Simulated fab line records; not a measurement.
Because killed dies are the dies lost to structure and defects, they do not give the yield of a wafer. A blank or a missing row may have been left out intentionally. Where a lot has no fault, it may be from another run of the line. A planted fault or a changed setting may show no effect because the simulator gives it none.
fab line records	flow n5Finfet
[record] lots = 7	wafers = 19	lastDay = 18
route steps=1938 shown BEOL_M9@1414 BEOL_M15@1830 PASSIVATION@1936
lots untouched by any fault: they come from a run of this same line in which no faults occurred
startH: start of the lot's first displayed wafer, in hours after the record's first day	waitH: hours since the lot's step before	" the same as in the row above	L1.1+2: a single row standing in for several wafers	- no value, or no start given	* or withheld: withheld	< > ~ a bound
route shown NAME@n: names a module that has steps shown in the file, with the first one's number in the route	usual: the fault-free wafers' mean and standard deviation	same: alike in all rows	chamber/n: place in a boat	sites: the reading at each site	_std_site: the values' standard deviation	_edge_site: inner sites' mean taken away from outer sites' mean	radiusMm: how far each site lies from the wafer's centre	mask NAME#n: copy n	behind: the last tool/chamber to shape the wafer	hold: cause of the lot's hold/its duration in hours/its outcome	device: names the non-switching transistor (n, p or np)	end of line: at the end of the route, the tests of the same wafers	for a step that has no rows: nothing shown but its recipe	killed: dies lost to structure and defects at the first sort, not the wafer's yield	map: a wafer's dies, marking killed ones x, the rest . and places with no die _
set.NAME: the setting as run; set.NAME@STEP: as run at that earlier step	model.NAME: the simulator's own value behind a step, which no gauge read
a sample of lots followed through the steps of the route, with each step as a table and each wafer as a row
services: a tool's chamber out of use, with start hour (startH, from the record's first day; less than 0 if before it), hours out, and reason
[[steps]]
[step N5_BEOL_M9_CD_MEAS_11]
[recipe] targetCdNm = 64.1	landingEnergyEv = 500	detector = seInlens	polarity = opening
[usual] cdNm = 64.0/0.64
lot.wafer	tool	chamber	startH	waitH	cdNm
L888.1	cdSem-03	0	245.58	-	64.2
L888.2	"	0	"	"	63.1
L888.5	"	0	"	"	63.7
L892.2	cdSem-02	0	257.20	-	64.0
L892.5	"	0	"	"	64.1
L892.6	"	0	"	"	63.5
L890.2	cdSem-01	0	272.57	-	65.4
L890.3	"	0	"	"	64.5
L890.4	"	0	"	"	64.5
L901.2	cdSem-02	0	304.43	-	64.0
L901.6	"	0	"	"	63.3
L903.4	cdSem-01	0	325.76	-	64.3
L903.6	"	0	"	"	64.4
L906.1	cdSem-02	0	355.26	-	64.0
L906.4	"	0	"	"	63.8
L906.5	"	0	"	"	64.1
L908.4	cdSem-03	0	359.76	-	63.8
L908.5	"	0	"	"	63.5
L908.6	"	0	"	"	64.5
[step N5_BEOL_M9_STRIP_19]
[recipe] chemistry = O2	powerW = 400	tempC = 40	pressureMtorr = 30	rfFrequencyHz = 6e+07	biasPowerW = 0	overashFraction = 0.2	o2FlowSccm = 225
[usual] drypumpMotorCurrentA = 5.8/0.41	oesProductAu = 0.76/0.084	rfVppV = 3.6/0.66	showerheadPlenumPTorr = 2.10/0.061	throttleValvePct = 16.75/0.27
lot.wafer	tool	chamber	startH	waitH	drypumpMotorCurrentA	oesProductAu	rfHoursCounterH	rfVppV	showerheadPlenumPTorr	throttleValvePct
L888.1	rieDiel-06	2	246.06	0.1	5.5	0.78	100	3.0	2.03	16.64
L888.2	"	1	"	"	5.3	0.73	161	3.5	2.11	16.78
L888.5	"	0	"	"	5.4	0.69	-	3.6	2.07	17.13
L892.2	rieDiel-06	1	257.74	0.2	5.3	0.74	164	2.5	2.10	16.80
L892.5	"	2	"	"	5.5	0.77	-	3.6	2.03	16.64
L892.6	"	3	"	"	6.0	0.69	-	3.1	1.98	17.01
L890.2	rieDiel-06	1	273.04	0.1	5.3	0.73	168	4.4	2.10	16.79
L890.3	"	0	"	"	5.4	0.68	215	1.7	2.07	17.14
L890.4	"	3	"	"	6.0	0.69	226	4.8	1.98	17.01
L901.2	rieDiel-04	1	304.90	0.1	6.3	0.71	181	3.5	2.16	16.67
L901.6	"	1	"	"	6.4	0.71	-	4.5	2.16	16.69
L903.4	rieDiel-06	3	326.32	0.1	6.0	0.68	-	4.5	1.97	17.04
L903.6	"	2	"	"	5.5	0.75	-	4.2	2.02	16.68
L906.1	rieDiel-06	1	355.76	0.1	5.3	0.71	194	3.3	2.09	16.86
L906.4	"	2	"	"	5.5	0.75	-	4.3	2.02	16.72
L906.5	"	0	"	"	5.5	0.67	-	4.5	2.06	17.18
L908.4	rieDiel-06	2	360.29	0.1	5.5	0.74	-	3.8	2.02	16.68
L908.5	"	0	"	"	5.4	0.66	-	3.1	2.06	17.20
L908.6	"	1	"	"	5.3	0.71	-	3.0	2.09	16.84
[step N5_BEOL_M9_TRENCH_ETCH_37]
[recipe] chemistry = C4F6/O2	targetDepthA = 1514.3	target = SiCOH_lowk	timeS = 49	ionEnergyEv = 250	pressureMtorr = 30	sourceW = 345	biasW = 185	Ar_flow_sccm = 300	C4F6_flow_sccm = 10	O2_flow_sccm = 10
[usual] drypumpMotorCurrentA = 5.9/0.41	oesProductAu = 0.78/0.094	rfVppV = 666/9.5	showerheadPlenumPTorr = 2.87/0.077	throttleValvePct = 20.96/0.3
lot.wafer	tool	chamber	startH	waitH	drypumpMotorCurrentA	oesProductAu	rfHoursCounterH	rfVppV	showerheadPlenumPTorr	throttleValvePct
L888.1	rieDiel-04	2	249.50	-	6.4	0.99	0	670	2.90	20.85
L888.2	"	1	"	"	6.3	0.72	165	663	2.98	21.09
L888.5	"	3	"	"	5.3	0.72	-	663	2.93	21.27
L892.2	rieDiel-04	2	259.82	-	6.4	0.98	3	670	2.90	20.85
L892.5	"	0	"	"	6.1	0.82	-	683	2.86	20.43
L892.6	"	1	"	"	6.3	0.73	-	663	2.98	21.09
L890.2	rieDiel-04	0	276.49	-	6.1	0.82	95	682	2.86	20.45
L890.3	"	3	"	"	5.3	0.72	216	663	2.93	21.29
L890.4	"	2	"	"	6.4	0.98	7	671	2.90	20.86
L901.2	rieDiel-04	3	305.68	-	5.3	0.71	224	664	2.93	21.29
L901.6	"	1	"	"	6.3	0.89	-	663	2.98	21.15
L903.4	rieDiel-04	0	331.73	-	6.1	0.80	113	683	2.85	20.47
L903.6	"	0	"	"	6.1	1.00	-	682	2.85	20.54
L906.1	rieDiel-03	0	360.43	-	6.2	0.90	37	674	2.90	20.98
L906.4	"	3	"	"	6.3	0.85	-	669	2.88	20.52
L906.5	"	2	"	"	5.7	0.78	-	664	2.78	20.99
L908.4	rieDiel-03	0	365.13	-	6.2	0.90	-	674	2.90	20.98
L908.5	"	3	"	"	6.3	0.84	-	669	2.88	20.53
L908.6	"	2	"	"	5.7	0.78	-	663	2.77	20.97
[step N5_BEOL_M9_OCD_MEAS_38]
[usual] trenchDepthNm = 149/3.9
lot.wafer	tool	chamber	startH	waitH	trenchDepthNm
L888.1	ocd-01	-	249.68	-	153
L888.2	"	-	"	"	146
L888.5	"	-	"	"	149
L892.2	ocd-01	-	260.00	-	155
L892.5	"	-	"	"	148
L892.6	"	-	"	"	147
L890.2	ocd-01	-	276.67	-	148
L890.3	"	-	"	"	150
L890.4	"	-	"	"	158
L901.2	ocd-01	-	305.85	-	150
L901.6	"	-	"	"	205
L903.4	ocd-01	-	331.91	-	149
L903.6	"	-	"	"	208
L906.1	ocd-01	-	360.61	-	154
L906.4	"	-	"	"	147
L906.5	"	-	"	"	156
L908.4	ocd-01	-	365.29	-	154
L908.5	"	-	"	"	148
L908.6	"	-	"	"	156
[step N5_BEOL_M9_PRE_CLEAN_45]
[recipe] gas = H2/He	timeS = 30	tempC = 250
[usual] heaterPowerW = 326/33
lot.wafer	tool	chamber	startH	waitH	heaterPowerW
L888.1	pvdSputter-03	-	250.57	0.0	309
L888.2	"	-	"	"	292
L888.5	"	-	"	"	354
L892.2	pvdSputter-03	-	260.87	0.0	357
L892.5	"	-	"	"	357
L892.6	"	-	"	"	315
L890.2	pvdSputter-03	-	277.27	0.0	363
L890.3	"	-	"	"	296
L890.4	"	-	"	"	298
L901.2	pvdSputter-03	-	306.80	0.0	293
L901.6	"	-	"	"	316
L903.4	pvdSputter-02	-	332.92	0.0	346
L903.6	"	-	"	"	299
L906.1	pvdSputter-03	-	361.30	0.0	354
L906.4	"	-	"	"	299
L906.5	"	-	"	"	291
L908.4	pvdSputter-01	-	365.85	0.0	404
L908.5	"	-	"	"	350
L908.6	"	-	"	"	411
[step N5_BEOL_M9_THK_MEAS_53]
[recipe] thkMeasGauge = xrf	reads = Cu_of_BEOL_M9_ECD_50
[usual] M9_THK = 140/4.3
lot.wafer	tool	chamber	startH	waitH	M9_THK[nm]
L888.1	filmMetro-02	-	252.00	-	141
L888.2	"	-	"	"	137
L888.5	"	-	"	"	140
L892.2	filmMetro-02	-	262.83	-	144
L892.5	"	-	"	"	137
L892.6	"	-	"	"	134
L890.2	filmMetro-01	-	279.41	-	137
L890.3	"	-	"	"	138
L890.4	"	-	"	"	146
L901.2	filmMetro-02	-	308.24	-	142
L901.6	"	-	"	"	199
L903.4	filmMetro-01	-	334.84	-	139
L903.6	"	-	"	"	197
L906.1	filmMetro-02	-	365.04	-	146
L906.4	"	-	"	"	140
L906.5	"	-	"	"	148
L908.4	filmMetro-01	-	367.24	-	144
L908.5	"	-	"	"	137
L908.6	"	-	"	"	147
[step N5_BEOL_M9_RS_MEAS_57]
[recipe] thkMeasGauge = four-point-probe	reads = Cu_of_BEOL_M9_ECD_50+Co_of_BEOL_M9_CVD_78+TaN_of_BEOL_M9_ALD_74
[usual] M9_RS = 0.154/0.0051
lot.wafer	tool	chamber	startH	waitH	M9_RS[ohm/sq]
L888.1	filmMetro-02	-	252.14	0.1	0.150
L888.2	"	-	"	"	0.156
L888.5	"	-	"	"	0.151
L892.2	filmMetro-01	-	262.97	0.1	0.147
L892.5	"	-	"	"	0.157
L892.6	"	-	"	"	0.160
L890.2	filmMetro-01	-	279.55	0.1	0.156
L890.3	"	-	"	"	0.154
L890.4	"	-	"	"	0.144
L901.2	filmMetro-02	-	308.40	0.1	0.151
L901.6	"	-	"	"	0.106
L903.4	filmMetro-01	-	334.98	0.0	0.153
L903.6	"	-	"	"	0.105
L906.1	filmMetro-02	-	365.17	0.1	0.146
L906.4	"	-	"	"	0.153
L906.5	"	-	"	"	0.144
L908.4	filmMetro-01	-	367.37	0.0	0.147
L908.5	"	-	"	"	0.157
L908.6	"	-	"	"	0.145
[step N5_BEOL_M15_RC_MEAS_101]
[usual] COMB_M10 = 1.5e-11/3.1e-12	COMB_M11 = 1.51e-11/2.9e-12	COMB_M12 = 7.5e-12/1.3e-12	COMB_M13 = 5.8e-12/1.1e-12	COMB_M14 = 4.3e-12/7.2e-13	COMB_M15 = 3.3e-12/6e-13	COMB_M5 = 3.7e-11/6.8e-12	COMB_M6 = 2.6e-11/5.1e-12	COMB_M7 = 2.6e-11/4.6e-12	COMB_M8 = 2.6e-11/5.1e-12	SERP_M10 = 3.08/0.087	SERP_M11 = 3.12/0.11	SERP_M12 = 0.640/0.022	SERP_M13 = 0.313/0.0075	SERP_M14 = 0.160/0.0045	SERP_M5 = 39.3/2.1	SERP_M6 = 13.7/0.53	SERP_M7 = 14.0/0.69	SERP_M8 = 13.9/0.65	SERP_M9 = 3.13/0.12	SERP_M9_max_site = 3.21/0.13
lot.wafer	tool	chamber	startH	waitH	COMB_M10[S/m]	COMB_M11[S/m]	COMB_M12[S/m]	COMB_M13[S/m]	COMB_M14[S/m]	COMB_M15[S/m]	COMB_M5[S/m]	COMB_M6[S/m]	COMB_M7[S/m]	COMB_M8[S/m]	SERP_M10[ohm/um]	SERP_M11[ohm/um]	SERP_M12[ohm/um]	SERP_M13[ohm/um]	SERP_M14[ohm/um]	SERP_M5[ohm/um]	SERP_M6[ohm/um]	SERP_M7[ohm/um]	SERP_M8[ohm/um]	SERP_M9[ohm/um]	SERP_M9_max_site[ohm/um]
L888.1	prober-01	0	299.23	0.0	1.5e-11	1.9e-11	6.9e-12	3.9e-12	3.8e-12	2.9e-12	3.7e-11	3.4e-11	2.6e-11	2.7e-11	3.06	3.24	0.632	0.314	0.158	37.0	14.1	13.7	13.5	3.07	3.17
L888.2	"	0	"	"	1.5e-11	1.43e-11	7.5e-12	5.1e-12	3.1e-12	3.7e-12	4e-11	3.1e-11	3.6e-11	3.7e-11	3.21	3.18	0.668	0.316	0.154	39.6	14.0	13.4	12.5	3.25	3.41
L888.5	"	0	"	"	1.7e-11	2.06e-11	7.3e-12	4.6e-12	4e-12	3.4e-12	2.7e-11	3e-11	3.8e-11	2.9e-11	3.09	3.22	0.642	0.309	0.154	39.2	14.8	12.9	14.1	3.10	3.19
L892.2	prober-02	0	310.08	0.2	1.9e-11	1.64e-11	7.6e-12	8.3e-12	4.6e-12	3.2e-12	4e-11	2.4e-11	2.2e-11	2.9e-11	3.07	3.06	0.652	0.311	0.159	38.6	13.3	13.4	13.7	3.01	3.15
L892.5	"	0	"	"	2e-11	1.72e-11	6e-12	5.7e-12	4.8e-12	3.9e-12	3e-11	3.1e-11	2.2e-11	3.1e-11	3.03	3.11	0.652	0.308	0.158	39.9	14.8	13.2	14.1	3.18	3.30
L892.6	"	0	"	"	1.7e-11	1.63e-11	8.5e-12	6.3e-12	5.2e-12	3.4e-12	3.9e-11	2.4e-11	2.6e-11	2.7e-11	3.13	3.09	0.600	0.313	0.162	35.6	14.4	14.7	13.9	3.26	3.39
L890.2	prober-02	0	324.49	0.2	1.3e-11	1.38e-11	7.1e-12	6.8e-12	4.6e-12	4.2e-12	3.8e-11	3.6e-11	2.3e-11	3.6e-11	3.13	3.12	0.607	0.319	0.165	39.4	13.7	13.6	14.3	3.06	3.17
L890.3	"	0	"	"	1.7e-11	1.09e-11	7.7e-12	4.9e-12	3.6e-12	2.8e-12	3.1e-11	2.5e-11	3e-11	2.7e-11	3.07	3.13	0.602	0.328	0.152	39.7	14.3	14.7	14.1	3.05	3.09
L890.4	"	0	"	"	1.7e-11	1.52e-11	6e-12	4.2e-12	4.8e-12	3.6e-12	4e-11	5e-11	2.5e-11	2e-11	2.91	3.19	0.661	0.314	0.162	44.7	13.7	13.6	14.2	2.88	2.98
L901.2	prober-01	0	351.64	0.2	1.4e-11	1.67e-11	4.8e-12	7.4e-12	3.3e-12	3.1e-12	3.4e-11	2.7e-11	3e-11	2.3e-11	3.15	3.09	0.682	0.319	0.160	36.5	13.5	14.4	14.9	3.08	3.15
L901.6	"	0	"	"	1.6e-11	1.49e-11	6e-12	7.1e-12	4.2e-12	2.1e-12	5e-11	2.5e-11	3.2e-11	2.6e-11	3.08	2.94	0.621	0.320	0.155	39.6	13.2	14.3	14.5	2.18	2.23
L903.4	prober-02	0	379.44	0.5	1.2e-11	2.01e-11	8.5e-12	5.3e-12	4.6e-12	4e-12	3.2e-11	3e-11	2.2e-11	2.4e-11	3.19	3.16	0.649	0.323	0.157	40.3	14.3	14.8	12.7	3.15	3.22
L903.6	"	0	"	"	1.3e-11	1.74e-11	8.8e-12	4.5e-12	4.4e-12	3e-12	3.6e-11	2.3e-11	2.5e-11	3.1e-11	3.05	3.04	0.661	0.310	0.163	38.0	13.9	14.4	13.8	2.12	2.16
L906.1	prober-01	0	406.98	0.0	1.7e-11	1.29e-11	6.9e-12	7.7e-12	4.9e-12	3.2e-12	3.3e-11	2.9e-11	3.5e-11	2.4e-11	3.09	3.07	0.663	0.325	0.155	34.9	14.8	13.9	13.8	3.03	3.10
L906.4	"	0	"	"	1.3e-11	8.5e-12	5.9e-12	7.9e-12	4.2e-12	3.1e-12	3.1e-11	2.3e-11	3.2e-11	2.9e-11	3.06	3.20	0.679	0.320	0.161	39.6	12.9	14.2	14.2	3.13	3.20
L906.5	"	0	"	"	1.3e-11	1.2e-11	9.7e-12	6.3e-12	4.5e-12	4.2e-12	3e-11	2.7e-11	2.4e-11	3e-11	3.10	3.09	0.669	0.319	0.155	36.0	13.9	13.6	14.8	2.89	2.94
L908.4	prober-02	0	413.44	0.5	1.8e-11	1.3e-11	9.3e-12	6.8e-12	4.2e-12	2.8e-12	3.1e-11	2.2e-11	3.1e-11	3.4e-11	3.20	2.92	0.636	0.298	0.156	40.3	13.2	14.0	14.4	2.96	3.00
L908.5	"	0	"	"	1.7e-11	1.8e-11	9.7e-12	5.7e-12	4.9e-12	3.2e-12	3.1e-11	3.5e-11	2.3e-11	2.8e-11	3.10	3.14	0.634	0.313	0.160	39.9	14.0	14.4	14.5	3.21	3.33
L908.6	"	0	"	"	1.3e-11	1.11e-11	7.9e-12	5.5e-12	4.1e-12	3.8e-12	3.2e-11	3.6e-11	3.2e-11	2.7e-11	3.11	3.00	0.636	0.309	0.154	43.6	14.3	13.5	14.0	2.92	3.02
// sites SERP_M9 radiusMm=0,75,75,75,75,140,140,140,140
L888.1 3.17 3.12 3.09 3.07 3.14 3.07 2.98 2.93 3.07
L892.2 3.15 3.07 3.03 3.01 3.06 2.90 2.84 2.80 2.89
L890.2 3.17 3.14 3.06 3.13 3.07 3.01 3.00 3.03 3.02
L901.2 3.03 3.15 3.02 3.11 3.08 3.13 2.98 3.08 3.08
L903.4 3.18 3.16 3.15 3.16 3.22 3.06 3.06 3.02 3.03
L906.1 3.06 3.06 3.10 3.04 3.00 3.03 3.01 3.03 3.00
L908.4 2.96 2.96 2.97 3.00 3.00 2.98 2.87 2.96 2.91
[step N5_PASSIVATION_PROBE_49]
[usual] defectLimitedYield = 91.2/1.5	killed_at_M0_to_M3 = 33/9.6	killed_at_M4_up = 14/5.6	killedAtContacts = 14/5.5	killedAtFrontEnd = 40/13	killedAtOther = 4/3	killedDies = 104/17	killedOpen = 68/13	killedShort = 33/7.2	sort_bin_4_leakage = 0.00/0.014	sort_bin_5_function = 5.2/0.95	sort_bin_6_memory = 3.3/0.62	sort_bin_8_speed = 0.00/0.012	sortNPass = 1076/17	sortYieldPct = 91.2/1.5
[same] grossDies = 1180	killedAtBackSide = 0
lot.wafer	tool	chamber	startH	waitH	defectLimitedYield[%]	killed_at_M0_to_M3	killed_at_M4_up	killedAtContacts	killedAtFrontEnd	killedAtOther	killedDies	killedOpen	killedShort	sort_bin_4_leakage[%]	sort_bin_5_function[%]	sort_bin_6_memory[%]	sort_bin_8_speed[%]	sortNPass	sortYieldPct[%]
L901.2	prober-02	-	366.86	0.1	92.9	25	11	16	29	3	84	65	17	0	3.6	3.3	0	1096	92.9
L901.6	prober-02	-	367.06	0.3	93.9	14	13	16	27	2	72	40	30	0	3.3	2.5	0	1108	93.9
L903.4	prober-01	-	393.99	0.2	90.1	38	16	13	50	0	117	68	46	0	6.3	3.3	0	1063	90.1
L903.6	prober-01	-	394.09	0.3	91.0	37	7	21	41	0	106	63	37	0	5.6	2.7	0	1074	91.0
// killed by level:class
L901.2 MOL_CONTACT_COAG:geometricParticle:open=16 STI_FIN_REVEAL:geometricParticle:open=9 BEOL_M0_SAQP:geometricParticle:open=6 BEOL_M3:geometricParticle:open=6 BEOL_M0_SAQP:geometricParticle:short=5 BEOL_M2:geometricParticle:open=4 FIN_SAQP:geometricParticle:open=3 DUMMY_GATE:geometricParticle:open=3
L901.6 MOL_CONTACT_COAG:geometricParticle:open=12 GATE_CUT:geometricParticle:short=5 DUMMY_GATE:geometricParticle:open=4 MOL_CONTACT_COAG:geometricParticle:short=4 BEOL_M10:geometricParticle:open=4 FIN_SAQP:geometricParticle:short=3 GATE_CUT:geometricParticle:open=3 BEOL_M4:geometricParticle:open=3
L903.4 BEOL_M0_SAQP:geometricParticle:short=12 STI_FIN_REVEAL:geometricParticle:open=11 MOL_CONTACT_COAG:geometricParticle:open=11 FIN_SAQP:geometricParticle:short=8 BEOL_M4:geometricParticle:open=8 BEOL_M2:geometricParticle:open=6 GATE_CUT:geometricParticle:short=5 GATE_CUT:geometricParticle:open=5
L903.6 MOL_CONTACT_COAG:geometricParticle:open=17 BEOL_M0_SAQP:geometricParticle:short=12 BEOL_M0_SAQP:geometricParticle:open=9 BEOL_M2:geometricParticle:open=6 STI_FIN_REVEAL:geometricParticle:open=6 GATE_CUT:geometricParticle:short=6 DUMMY_GATE:geometricParticle:open=5 HKMG_FIN:areaEtch=5
[[services]]
tool	chamber	startH	hours	kind
rieDiel-03	0	224.48	-	clean
rieDiel-03	0	224.48	-	consumableReplace:focusRing
rieDiel-03	0	224.48	20.7	scheduledDown
rieDiel-03	0	224.48	20.7	ventCycle
rieDiel-04	2	234.06	-	clean
rieDiel-04	2	234.06	-	consumableReplace:focusRing
rieDiel-04	2	234.06	14.5	scheduledDown
rieDiel-04	2	234.06	14.5	ventCycle
rieDiel-03	-	272.06	0.8	repair
pvdSputter-02	-	305.59	2.2	repair
rieDiel-03	3	317.24	8.8	repair
pvdSputter-01	-	326.95	3.2	repair
rieDiel-04	3	334.18	5.4	repair
rieDiel-06	3	342.84	-	clean
rieDiel-06	3	342.84	-	consumableReplace:esc
rieDiel-06	3	342.84	-	consumableReplace:focusRing
rieDiel-06	3	342.84	-	consumableReplace:showerhead
rieDiel-06	3	342.84	36.3	scheduledDown
rieDiel-06	3	342.84	36.3	ventCycle
rieDiel-03	1	354.41	-	clean
rieDiel-03	1	354.41	-	consumableReplace:focusRing
rieDiel-03	1	354.41	15.8	scheduledDown
rieDiel-03	1	354.41	15.8	ventCycle
pvdSputter-02	-	360.36	9.0	repair
[[key]]
[firstSign] step = N5_BEOL_M9_OCD_MEAS_38	reading = trenchDepthNm	direction = up	sigmas = 15	usual = 149	struck = 206
[effect] step = N5_BEOL_M9_THK_MEAS_53	reading = M9_THK	direction = up	sigmas = 13	usual = 140	struck = 198
[effect] step = N5_BEOL_M9_RS_MEAS_57	reading = M9_RS	direction = down	sigmas = 9.4	usual = 0.154	struck = 0.106
[effect] step = N5_BEOL_M15_RC_MEAS_101	reading = SERP_M9	direction = down	sigmas = 8.4	usual = 3.13	struck = 2.15
metAt N5_BEOL_M9_TRENCH_ETCH_37
struckLots L901,L903
struckWafers L901.6,L903.6
notActingAt N5_BEOL_M9_CD_MEAS_11,N5_BEOL_M9_STRIP_19,N5_BEOL_M9_PRE_CLEAN_45
onsetBetween 276.49 305.68
[fault] kind = processParameterDrift	tool = rieDiel-04	chamber = -	onsetH = 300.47	steps = N5_BEOL_M9_TRENCH_ETCH_37	channel = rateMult	offset = 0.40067	shape = step	endH = 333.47	scope = struckWafersOnly
